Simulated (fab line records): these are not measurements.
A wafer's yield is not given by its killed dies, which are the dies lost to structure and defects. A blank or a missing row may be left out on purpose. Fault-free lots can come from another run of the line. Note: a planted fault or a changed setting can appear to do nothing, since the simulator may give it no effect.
Matching of chambers + flow n5Finfet + cmp-03 running N5_BEOL_M0_CMP_120: 4 sister chambers
The step polishes, stops on SiOC, t overpolish 6.9 s. 4 wafers are shown with their chamber, then 11 later ones without.

WAFERS, EACH WITH ITS CHAMBER
| wafer  | chamber | motorCurrentA (A) |
|--------|---------|-------------------|
| L083.3 | 0       | 7.2               |
| L085.1 | 1       | 5.7               |
| L085.2 | 2       | 6.2               |
| L087.2 | 3       | 6.4               |

WAFERS WITH NO CHAMBER GIVEN
| wafer  | motorCurrentA (A) |
|--------|-------------------|
| L087.3 | 5.5               |
| L087.4 | 6.0               |
| L088.3 | 5.9               |
| L088.4 | 6.3               |
| L088.5 | 5.9               |
| L094.2 | 7.5               |
| L094.3 | 6.4               |
| L094.5 | 6.2               |
| L097.2 | 6.1               |
| L097.5 | 6.3               |
| L097.6 | 6.1               |

CHAMBER TAKEN BY EACH
| wafer  | from the rows above          | in truth |
|--------|------------------------------|----------|
| L087.3 | 1                            | 1        |
| L087.4 | can't be placed: 2 or 1 or 3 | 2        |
| L088.3 | can't be placed: 1 or 2 or 3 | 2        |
| L088.4 | can't be placed: 2 or 3      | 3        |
| L088.5 | can't be placed: 1 or 2 or 3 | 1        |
| L094.2 | 0                            | 0        |
| L094.3 | can't be placed: 3 or 2      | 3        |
| L094.5 | can't be placed: 2 or 3      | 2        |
| L097.2 | can't be placed: 2 or 3 or 1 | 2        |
| L097.5 | can't be placed: 2 or 3      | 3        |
| L097.6 | can't be placed: 2 or 3 or 1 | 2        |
Correct placement for 2 of the 11. From these rows, 9 cannot be placed; in 9 the true chamber is one of the candidates. Placed wrongly: 0.
How it was worked out, from the rows above alone: a wafer's distance from a chamber is the root of the sum, over the readings, of the square of ((its reading less the chamber's mean) divided by the reading's scatter). If the next closest chamber is less than 2 further off than the closest, the wafer can't be placed; otherwise it belongs to the closest. For every chamber, the mean is computed from those of its wafers that are shown. The scatter: with one shown wafer a chamber, the root of the mean of the squares of how far each hidden wafer lies from its nearest shown one.
